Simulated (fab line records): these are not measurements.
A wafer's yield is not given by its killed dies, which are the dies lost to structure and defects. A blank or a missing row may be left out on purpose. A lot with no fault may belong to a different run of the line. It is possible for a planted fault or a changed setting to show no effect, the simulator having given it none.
fab line records -- flow n5-finfet
record lots=4, wafers=12, last-day=17
route steps=1938 shown BEOL_M6@1251 BEOL_M7@1263 PASSIVATION@1936
lots that met no fault: taken from a fault-free run of the same line
start-h: the number of hours between the record's first day and the start of the first shown wafer of the lot -- wait-h: hours from the lot's prior step to this one -- " as in the row above -- L1.1+2: several wafers, shown together as one row -- - no value, or no start was given -- * or withheld: withheld -- < > ~ a bound
route shown NAME@n: NAME is a module with steps in the file, n the number in the route of the first one -- usual: mean/standard deviation taken from wafers without a fault -- same: alike in all rows -- chamber/n: place in a boat -- sites: readings site by site -- _std_site: standard deviation of those values -- _edge_site: inner sites' mean taken away from outer sites' mean -- radius-mm: for every site, how far away it sits from the centre of the wafer -- mask NAME#n: copy n -- behind: the most recent tool/chamber to have shaped the wafer -- hold: why the lot went on hold/how many hours it stayed there/how the hold came to an end -- device: transistor that didn't switch, given as n, p or np -- end of line: the tests these same wafers got at the end of their route -- a step without rows: its recipe alone -- killed: the dies lost at the first sort to structure and to defects; this is not the yield of the wafer -- map: per-die view of a wafer (x killed, . not killed, _ where there is no die)
set.NAME: the setting the step ran with; set.NAME@STEP: the setting that earlier step ran with -- model.NAME: the simulator's own value behind a step, which no gauge read
certain route steps with their lots: each step a table, each wafer a row
services: from which hour (start-h, from the record's first day; less than 0 if before it) a tool's chamber was out of use, for how many hours, and why
## steps
# step N5_BEOL_M6_ALD_77
# recipe material=TaN, target-thk-a=20, temp-c=275, ald-precursor-family=PDMAT, ald-co-reactant=NH3, pressure-torr=3, carrier-flow-sccm=1500, pulse-time-s=2, purge-time-s=3, co-reactant-purge-time-s=2, co-reactant-pulse-time-s=3, ald-cycles=40, precursor-vessel-temp-c=75, precursor-vessel-pressure-torr=26.25, precursor-vessel-carrier-sccm=1000
# step N5_BEOL_M6_SURFACE_TREAT_79
# recipe gas=Ar, time-s=*, ion-energy-ev=*, ion-current-ma-cm2=0.5, pressure-mtorr=*, ar-flow-sccm=30
# step N5_BEOL_M6_CVD_78
# recipe material=Co, target-thk-a=20, temp-c=withheld, precursor=CCTBA/H2, pressure-torr=30, time-s=142.3
# step N5_BEOL_M6_SPUTTER_48
# recipe material=Cu, target-thk-a=100, temp-c=-20, bias-v=60, power-w=26000, chamber-pressure-pa=0.13, time-s=1.667
# step N5_BEOL_M6_ECD_50
# recipe material=Cu, target-thk-a=3000
# step N5_BEOL_M6_ANNEAL_51
# recipe temp-c=225, time-s=90, ambient=N2
# step N5_BEOL_M6_CMP_52
# recipe stop-on=SiCOH_lowk, t-overpolish-s=6.9, down-force-psi=1, platen-rpm=50, clearing-platen-down-force-psi=1.5, clearing-platen-rpm=50, post-cmp-clean=cu-alkaline, target-thk-nm=80, clearing-platen-pad-velocity-m-s=0.99484, pad-velocity-m-s=0.99484
# step N5_BEOL_M6_PRE_CLEAN_55
# recipe gas=NH3, time-s=15, temp-c=withheld, rf-power-w=300
# step N5_BEOL_M6_DEP_56
# recipe material=SiCN, target-thk-a=100, temp-c=withheld, precursor=3MS/NH3, pressure-torr=3, rf-w=202, time-s=17.5
# step N5_BEOL_M7_ILD_DEP_00
# recipe material=SiCOH_lowk, target-thk-a=1797.5, temp-c=300, precursor=DEMS/porogen, pressure-torr=5, rf-w=500, time-s=33.4
# usual chamber-pressure-Torr=4.999/0.012, heater-power-outer-w=142/39, heater-power-w=306/59, showerhead-plenum-p-Torr=5.738/0.012, susceptor-temp-C=300.02/0.2, throttle-valve-pct=14.2/0.99
lot.wafer,tool,chamber,start-h,wait-h,chamber-pressure-Torr,heater-power-outer-w,heater-power-w,showerhead-plenum-p-Torr,susceptor-temp-C,throttle-valve-pct,model.SiCOH_lowk_of_BEOL_M7_ILD_DEP_00.thk-nm
L457.2,pecvd-04,0,215.13,0.0,4.987,206,405,5.720,300.32,13.1,180.2
L457.3,pecvd-04,0,215.13,0.0,4.984,209,408,5.723,300.18,12.9,180.2
L457.6,pecvd-04,2,215.13,0.0,5.003,143,320,5.749,299.58,13.1,180.2
L460.3,pecvd-04,0,233.75,0.0,5.015,288,518,5.734,327.61,12.9,154
L460.4,pecvd-04,1,233.75,0.0,4.994,62,174,5.724,299.55,13.9,176
L460.5,pecvd-04,0,233.75,0.0,5.007,301,537,5.739,327.49,12.9,155.2
L463.2,pecvd-04,0,251.13,0.0,5.022,289,531,5.746,327.55,13.2,154.6
L463.4,pecvd-04,1,251.13,0.0,5.004,87,214,5.716,300.06,13.9,177.4
L463.5,pecvd-04,2,251.13,0.0,4.997,135,302,5.766,300.00,13.0,177.8
L475.3,pecvd-03,0,326.31,0.0,5.007,127,275,5.740,300.26,14.0,176
L475.4,pecvd-03,1,326.31,0.0,5.019,138,279,5.727,299.91,15.6,177.6
L475.5,pecvd-03,2,326.31,0.0,4.989,121,258,5.740,299.90,13.5,176.6
# step N5_BEOL_M7_CURE_74
# recipe temp-c=385, time-s=240, ambient=He/Ar, material=SiCOH_lowk
# step N5_BEOL_M7_THK_MEAS_01
# recipe reads=SiCOH_lowk_of_BEOL_M7_ILD_DEP_00
# usual M7_ILD_THK=154.0/2.2
lot.wafer,tool,chamber,start-h,wait-h,M7_ILD_THK[nm]
L457.2,film-metro-01,-,217.31,1.3,155.4
L457.3,film-metro-01,-,217.31,1.3,155.4
L457.6,film-metro-01,-,217.31,1.3,155.5
L460.3,film-metro-01,-,234.49,0.3,132.6
L460.4,film-metro-01,-,234.49,0.3,151.7
L460.5,film-metro-01,-,234.49,0.3,133.7
L463.2,film-metro-01,-,252.19,0.7,133.0
L463.4,film-metro-01,-,252.19,0.7,153.1
L463.5,film-metro-01,-,252.19,0.7,153.5
L475.3,film-metro-01,-,326.89,0.3,151.8
L475.4,film-metro-01,-,326.89,0.3,153.3
L475.5,film-metro-01,-,326.89,0.3,152.4
# step N5_BEOL_M7_PECVD_70
# recipe material=SiO2, target-thk-a=200, temp-c=400, precursor=TEOS/O2, pressure-torr=5.5, rf-w=450, teos-flow-sccm=53.8, gas=O2, flow-sccm=3000, time-s=22.7
# step N5_BEOL_M7_HM_DEP_02
# recipe material=TiN, target-thk-a=200, temp-c=25, chamber-pressure-pa=0.49996
# step N5_BEOL_M7_COAT_59
# recipe resist=SOC, temp-c=250, time-s=60, spin-rpm=1500, resist-thk-nm=100
# step N5_BEOL_M7_COAT_60
# recipe resist=SiARC, temp-c=220, time-s=60, spin-rpm=1500, resist-thk-nm=35
# step N5_BEOL_M7_COAT_05
# recipe resist=CAR-ArF, spin-rpm=1500, resist-thk-nm=90
# step N5_BEOL_M7_EBR_07
# recipe solvent=PGMEA, ebr-width-mm=1.5
# step N5_BEOL_M7_SOFTBAKE_06
# recipe temp-c=110, time-s=60, resist=CAR-ArF
# step N5_BEOL_M7_EXPOSE_08
# recipe mask-id=M7, na=1.35, source-shape=dipole, sigma-inner=0.817, sigma-outer=0.97, polarization=te, dose-mj=68.25
# step N5_BEOL_M7_PEB_09
# recipe peb-temp-c=withheld, peb-time-s=60, resist=CAR-ArF
# step N5_BEOL_M7_DEVELOP_10
# recipe develop-time-s=30, developer=TMAH, resist=CAR-ArF, rinse-liquid=diw, dry=air-spin, dev-temp-c=23
# step N5_BEOL_M7_DESCUM_16
# recipe chemistry=O2, time-s=7.9, source-power-w=50, bias-power-w=20, pressure-mtorr=20, rf-frequency-hz=2.712e+07, temp-c=40, resist=CAR-ArF, o2-flow-sccm=225
# step N5_BEOL_M7_ETCH_61
# recipe chemistry=CF4, target=SiARC, target-depth-a=455, mask-material=CAR-ArF, time-s=75.8, ion-energy-ev=80, pressure-mtorr=40, source-w=545, bias-w=36, Ar_flow_sccm=100, cf4-flow-sccm=100, ends=cleared
# step N5_BEOL_M7_ETCH_62
# recipe chemistry=N2/H2, target=SOC, target-depth-a=1100, overetch-a=220, mask-material=SiARC, temp-c=40, time-s=165, ion-energy-ev=200, pressure-mtorr=30, source-w=840, bias-w=150, n2-flow-sccm=200, h2-flow-sccm=200
# step N5_BEOL_M7_STRIP_68
# recipe chemistry=N2/H2, temp-c=40, n2-flow-sccm=200, h2-flow-sccm=200, rf-frequency-hz=6e+07
# step N5_BEOL_M7_STRIP_67
# recipe chemistry=CF4, resist=SiARC, power-w=300, bias-power-w=75, pressure-mtorr=50, cf4-flow-sccm=150, rf-frequency-hz=6e+07
# step N5_BEOL_M7_HM_OPEN_17
# recipe chemistry=Cl2/BCl3, target-depth-a=200, overetch-a=60, target=TiN, mask-material=SOC, ion-energy-ev=150, pressure-mtorr=10, icp-w=1000, bias-w=126, Cl2_flow_sccm=53.25, bcl3-flow-sccm=21.75, Ar_flow_sccm=25
# step N5_BEOL_M7_STRIP_19
# recipe chemistry=O2, power-w=400, temp-c=40, pressure-mtorr=30, rf-frequency-hz=6e+07, bias-power-w=0, overash-fraction=0.2, o2-flow-sccm=225
# step N5_BEOL_M7_COAT_63
# recipe resist=SOC, temp-c=250, time-s=60, spin-rpm=1500, resist-thk-nm=60
# step N5_BEOL_M7_COAT_64
# recipe resist=SiARC, temp-c=220, time-s=60, spin-rpm=1500, resist-thk-nm=12
# step N5_BEOL_M7_COAT_71
# recipe resist=underlayer, temp-c=205, time-s=60, spin-rpm=1500, resist-thk-nm=5
# step N5_BEOL_M7_COAT_22
# recipe resist=CAR-EUV, spin-rpm=1500, resist-thk-nm=30
# step N5_BEOL_M7_EBR_24
# recipe solvent=PGMEA, ebr-width-mm=1.5
# step N5_BEOL_M7_SOFTBAKE_23
# recipe temp-c=110, time-s=60, resist=CAR-EUV
# step N5_BEOL_M7_CMP_52
# recipe stop-on=SiCOH_lowk, t-overpolish-s=6.9, down-force-psi=1, platen-rpm=50, clearing-platen-down-force-psi=1.5, clearing-platen-rpm=50, post-cmp-clean=cu-alkaline, target-thk-nm=80, clearing-platen-pad-velocity-m-s=0.99484, pad-velocity-m-s=0.99484
# usual edge-zone-pressure-frac=1.000/0.0047, motor-current-A=6.1/0.59
lot.wafer,tool,chamber,start-h,wait-h,edge-zone-pressure-frac,motor-current-A,model.SiCOH_lowk_of_BEOL_M7_ILD_DEP_00.thk-nm
L457.3,cmp-03,2,222.59,0.2,1.008,5.2,152.4
L457.2,cmp-03,3,222.59,0.2,1.000,5.8,152.4
L457.6,cmp-03,2,222.59,0.2,1.000,5.4,152.4
L460.3,cmp-03,3,240.29,0.2,1.005,5.7,129.6
L460.4,cmp-03,1,240.29,0.2,0.993,7.0,148.6
L460.5,cmp-03,0,240.29,0.2,0.997,6.3,130.6
L463.4,cmp-04,2,260.67,0.2,1.002,6.7,150
L463.2,cmp-04,3,260.67,0.2,0.997,5.8,130.2
L463.5,cmp-04,1,260.67,0.2,1.004,6.4,150.4
L475.4,cmp-04,3,332.78,0.2,0.996,5.9,150.2
L475.3,cmp-04,1,332.78,0.2,1.003,6.3,148.8
L475.5,cmp-04,2,332.78,0.2,1.001,6.8,149.4
# step N5_PASSIVATION_PROBE_49
# usual defect-limited-yield=91.1/1.5, killed_at_M0_to_M3=35/11, killed_at_M4_up=13/5.7, killed-at-contacts=12/5.7, killed-at-front-end=40/11, killed-at-other=4/4.4, killed-dies=105/18, killed-open=68/14, killed-short=34/7.4, sort_bin_4_leakage=0.00/0.011, sort_bin_5_function=5.2/1, sort_bin_6_memory=3.3/0.67, sort_bin_8_speed=0.04/0.29, sort-n-pass=1074/18, sort-yield-pct=91.0/1.5
# same gross-dies=1180, killed-at-back-side=0
lot.wafer,tool,chamber,start-h,wait-h,defect-limited-yield[%],killed_at_M0_to_M3,killed_at_M4_up,killed-at-contacts,killed-at-front-end,killed-at-other,killed-dies,killed-open,killed-short,sort_bin_4_leakage[%],sort_bin_5_function[%],sort_bin_6_memory[%],sort_bin_8_speed[%],sort-n-pass,sort-yield-pct[%]
L457.2,prober-02,-,296.10,0.1,88.9,36,21,9,63,2,131,87,44,0,6.2,4.4,0,1049,88.9
L457.3,prober-02,-,296.15,0.1,89.5,46,17,4,47,10,124,78,38,0,6.9,3.4,0,1056,89.5
L457.6,prober-02,-,296.30,0.3,88.5,57,13,11,54,1,136,85,50,0,6.4,4.7,0,1044,88.5
L463.2,prober-02,-,332.80,0.1,93.0,20,12,5,42,4,83,47,22,0,3.6,2.3,0,1097,93.0
# killed by level:class
L457.2 STI_FIN_REVEAL:geometric-particle:open=19 FIN_SAQP:geometric-particle:short=14 BEOL_M0_SAQP:geometric-particle:open=11 BEOL_M3:geometric-particle:open=10 FIN_SAQP:geometric-particle:open=9 BEOL_M0_SAQP:geometric-particle:short=8 MOL_CONTACT_COAG:geometric-particle:open=7 GATE_CUT:geometric-particle:short=6
L457.3 BEOL_M0_SAQP:geometric-particle:open=19 STI_FIN_REVEAL:geometric-particle:open=17 BEOL_M0_SAQP:geometric-particle:short=12 BEOL_M3:geometric-particle:open=8 MIM_TOP_ETCH:area-etch=7 FIN_SAQP:geometric-particle:open=6 BEOL_M4:geometric-particle:open=6 GATE_CUT:geometric-particle:short=5
L457.6 BEOL_M0_SAQP:geometric-particle:open=20 STI_FIN_REVEAL:geometric-particle:open=14 GATE_CUT:geometric-particle:short=12 BEOL_M0_SAQP:geometric-particle:short=12 FIN_SAQP:geometric-particle:open=9 BEOL_M3:geometric-particle:open=9 MOL_CONTACT_COAG:geometric-particle:open=8 FIN_SAQP:geometric-particle:short=6
L463.2 HKMG_FIN:area-etch=11 BEOL_M2:geometric-particle:open=9 FIN_SAQP:geometric-particle:open=8 BEOL_M4:geometric-particle:open=7 STI_FIN_REVEAL:geometric-particle:open=5 ILD0:geometric-particle:short=4 GATE_CUT:geometric-particle:short=4 BEOL_M0_SAQP:geometric-particle:open=4
## services
tool,chamber,start-h,hours,kind
pecvd-04,-,191.31,14.0,repair
pecvd-03,-,192.42,28.1,pm
cmp-03,-,200.52,4.0,pm
cmp-03,-,204.52,-,consumable-replace:conditioner
cmp-03,-,204.52,-,consumable-replace:pad
cmp-04,-,205.68,3.3,repair
pecvd-04,1,211.99,6.6,repair
pecvd-03,0,225.35,14.4,repair
cmp-04,-,231.46,1.4,repair
pecvd-04,-,234.31,0.6,repair
pecvd-03,1,237.13,6.8,repair
cmp-03,-,246.74,0.4,repair
pecvd-03,0,268.45,2.1,scheduled-down
cmp-04,-,293.85,7.3,pm
cmp-04,-,306.09,0.8,repair
cmp-04,-,307.92,2.7,repair
cmp-03,-,322.94,0.5,repair
## key
first-sign step=N5_BEOL_M7_ILD_DEP_00, reading=susceptor-temp-C, direction=up, sigmas=99+, usual=*, struck=*
effect step=N5_BEOL_M7_ILD_DEP_00, reading=heater-power-outer-w, direction=up, sigmas=3.9, usual=*, struck=*
effect step=N5_BEOL_M7_THK_MEAS_01, reading=M7_ILD_THK, direction=down, sigmas=9.5, usual=154.0, struck=133.1
model-effect step=N5_BEOL_M7_ILD_DEP_00, value=SiCOH_lowk_of_BEOL_M7_ILD_DEP_00.thk-nm, without=178.4, struck=154.6
model-effect step=N5_BEOL_M7_CMP_52, value=SiCOH_lowk_of_BEOL_M7_ILD_DEP_00.thk-nm, without=150.9, struck=130.1
met-at N5_BEOL_M7_ILD_DEP_00
struck-wafers L460.3,L460.5,L463.2
baseline-loss step=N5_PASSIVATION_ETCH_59, wafers=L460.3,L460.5
baseline-loss step=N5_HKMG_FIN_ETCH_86, wafers=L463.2
onset-between 215.13 233.75
fault kind=process-parameter-drift, tool=pecvd-04, chamber=0, onset-h=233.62, steps=N5_BEOL_M7_ILD_DEP_00, channel=temp-c, offset=*, shape=step, end-h=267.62, acts-in=*, stated=*
# baseline-loss: these wafers lose ten dies or more at that step, a loss of the line's own and not of a fault; the sort's usual values leave them out
